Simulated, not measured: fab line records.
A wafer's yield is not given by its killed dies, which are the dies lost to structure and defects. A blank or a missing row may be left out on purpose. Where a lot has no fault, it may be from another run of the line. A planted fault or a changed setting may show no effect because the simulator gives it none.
Which tool is to blame? | flow nand harc | Sampling: 6 lots, 18 wafers, 4 of 1302 route steps

WHAT THE GAUGES SHOWED, per wafer
NHARC_P_GATE_INSPECT_68.
lot  | measured     | on                | raw defect count
L115 | day 6 04:04  | defect inspect-01 | 203 120 225
L120 | day 8 18:05  | defect inspect-02 | 233 196 221
L129 | day 11 21:49 | defect inspect-02 | 247 145 237
L132 | day 13 08:46 | defect inspect-02 | 983 1027 1004
L134 | day 14 04:46 | defect inspect-01 | 242 179 242
L137 | day 15 15:26 | defect inspect-02 | 112 144 179

TOOL THAT RAN EACH LOT (tool first, then ch and the chambers of the sampled wafers, then the start)
lot  | NHARC_P_GATE_STRIP_111               | NHARC_P_GATE_DESCUM_93             | NHARC_P_GATE_RTA_64
L115 | plasma asher-02 ch 0,1, day 5 22:02  | rie diel-12 ch 0,1, day 6 01:03    | rtp anneal-01 ch 0, day 6 02:51
L120 | plasma asher-01 ch 0,1, day 8 12:15  | rie diel-03 ch 0,3, day 8 15:11    | rtp anneal-02 ch 0, day 8 16:50
L129 | plasma asher-01 ch 1, day 11 15:49   | rie diel-12 ch 2,3, day 11 18:55   | rtp anneal-01 ch 0, day 11 20:34
L132 | plasma asher-01 ch 0, day 13 02:40   | rie diel-02 ch 1,2,3, day 13 05:46 | rtp anneal-02 ch 0, day 13 07:26
L134 | plasma asher-02 ch 0,1, day 13 22:43 | rie diel-02 ch 0,2, day 14 01:46   | rtp anneal-01 ch 0, day 14 03:25
L137 | plasma asher-02 ch 0,1, day 15 09:39 | rie diel-02 ch 0,1,2, day 15 12:31 | rtp anneal-02 ch 0, day 15 14:11
- NHARC_P_GATE_STRIP_111: strips in N2/H2, time 250 s.
- NHARC_P_GATE_DESCUM_93: chemistry O2, time 3 s.
- NHARC_P_GATE_RTA_64: time 1 s.

THE ANSWER, worked out from the rows above alone
Rule: the lots themselves supply what counts as usual. The widest of any qualifying gaps counts: lots, ordered by their means at a reading, are off when they make up no more than a third of the lots, leave a main group of 4 or more, and stand apart from it by 3 or more times the standard deviation of that group's means. If all means in a main group match to the digits the tables above print for the reading, that group is not used. Also off: a lot with no number at a reading for which 4 or more lots have one. All remaining lots with rows at the step are treated as sound.
Off: L132, at NHARC_P_GATE_INSPECT_68 (raw defect count). Mean 195 and standard deviation 28 in the main group.
A tool fits if, at a process step before that reading, it ran every lot that is off, and no sound lot after the first of them. Gauges at NHARC_P_GATE_INSPECT_68: tried the same way as those tools. One fits: plasma asher-01 at NHARC_P_GATE_STRIP_111. Its last sound lot is L129 (day 11 15:49), its first lot that is off L132 (day 13 02:40): a fault that began between those two fits.

WHAT HAD BEEN PUT IN BY THE SIMULATOR
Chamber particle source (plasma asher-01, NHARC_P_GATE_STRIP_111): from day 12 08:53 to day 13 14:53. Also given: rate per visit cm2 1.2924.
Lots struck among those shown: L132. The rule above found the same.
